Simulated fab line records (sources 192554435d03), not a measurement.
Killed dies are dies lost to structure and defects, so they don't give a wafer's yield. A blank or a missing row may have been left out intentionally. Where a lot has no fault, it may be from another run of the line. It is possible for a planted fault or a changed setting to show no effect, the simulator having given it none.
Matching of chambers / flow n5Finfet / pecvd-04 running N5_BEOL_M11_DEP_56: 3 sister chambers
The step deposits SiCN from 3MS/NH3, target thk 30 nm, time 10.5 s. 16 wafers are shown with their chamber, then 8 later ones without.

== WAFERS WITH THEIR CHAMBER ==
wafer=L601.2; chamber=2; throttleValvePct (%)=16.9; showerheadPlenumPTorr (Torr)=4.178
wafer=L601.5; chamber=2; throttleValvePct (%)=16.8; showerheadPlenumPTorr (Torr)=4.178
wafer=L601.6; chamber=1; throttleValvePct (%)=17.6; showerheadPlenumPTorr (Torr)=4.175
wafer=L604.1; chamber=0; throttleValvePct (%)=18.6; showerheadPlenumPTorr (Torr)=4.154
wafer=L604.3; chamber=2; throttleValvePct (%)=17.2; showerheadPlenumPTorr (Torr)=4.174
wafer=L604.5; chamber=2; throttleValvePct (%)=16.8; showerheadPlenumPTorr (Torr)=4.166
wafer=L606.1; chamber=1; throttleValvePct (%)=17.3; showerheadPlenumPTorr (Torr)=4.171
wafer=L606.4; chamber=0; throttleValvePct (%)=19.0; showerheadPlenumPTorr (Torr)=4.146
wafer=L606.6; chamber=1; throttleValvePct (%)=17.3; showerheadPlenumPTorr (Torr)=4.167
wafer=L608.1; chamber=0; throttleValvePct (%)=18.7; showerheadPlenumPTorr (Torr)=4.162
wafer=L608.4; chamber=0; throttleValvePct (%)=18.8; showerheadPlenumPTorr (Torr)=4.147
wafer=L608.6; chamber=2; throttleValvePct (%)=17.1; showerheadPlenumPTorr (Torr)=4.164
wafer=L615.2; chamber=0; throttleValvePct (%)=18.8; showerheadPlenumPTorr (Torr)=4.152
wafer=L615.3; chamber=2; throttleValvePct (%)=17.3; showerheadPlenumPTorr (Torr)=4.178
wafer=L615.5; chamber=1; throttleValvePct (%)=17.7; showerheadPlenumPTorr (Torr)=4.181
wafer=L622.1; chamber=1; throttleValvePct (%)=17.6; showerheadPlenumPTorr (Torr)=4.174

SIGNATURES, as means of the wafers listed above
reading=throttleValvePct; chamber 0=18.780; chamber 1=17.500; chamber 2=17.017; scatter within a chamber=0.187
reading=showerheadPlenumPTorr; chamber 0=4.15220; chamber 1=4.17360; chamber 2=4.17300; scatter within a chamber=0.00606
Rule: for a wafer and a chamber, the distance is found by dividing, reading by reading, the gap between the wafer's reading and the chamber's mean by the reading's scatter, squaring, summing and taking the root. If the next closest chamber is less than 2 further off than the closest, the wafer can't be placed; otherwise it belongs to the closest. The scatter: the root of (the sum of the squares of (reading less its chamber's mean) over the shown wafers, divided by (wafers less chambers)).

== WAFERS WITHOUT THEIR CHAMBER ==
wafer=L622.3; throttleValvePct (%)=17.4; showerheadPlenumPTorr (Torr)=4.170
wafer=L622.4; throttleValvePct (%)=17.7; showerheadPlenumPTorr (Torr)=4.175
wafer=L620.1; throttleValvePct (%)=17.5; showerheadPlenumPTorr (Torr)=4.172
wafer=L620.4; throttleValvePct (%)=17.5; showerheadPlenumPTorr (Torr)=4.180
wafer=L620.5; throttleValvePct (%)=18.7; showerheadPlenumPTorr (Torr)=4.161
wafer=L623.2; throttleValvePct (%)=18.8; showerheadPlenumPTorr (Torr)=4.150
wafer=L623.3; throttleValvePct (%)=17.5; showerheadPlenumPTorr (Torr)=4.173
wafer=L623.6; throttleValvePct (%)=18.7; showerheadPlenumPTorr (Torr)=4.151

== CHAMBER TAKEN BY EACH ==
wafer=L622.3; from the rows above=can't be placed: 1 or 2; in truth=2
wafer=L622.4; from the rows above=1; in truth=1
wafer=L620.1; from the rows above=1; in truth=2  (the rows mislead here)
wafer=L620.4; from the rows above=can't be placed: 1 or 2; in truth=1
wafer=L620.5; from the rows above=0; in truth=0
wafer=L623.2; from the rows above=0; in truth=0
wafer=L623.3; from the rows above=1; in truth=1
wafer=L623.6; from the rows above=0; in truth=0
Placed correctly: 5 of 8. These rows do not allow placing 2 (true chamber among the candidates in 2). Placed wrongly: 1.
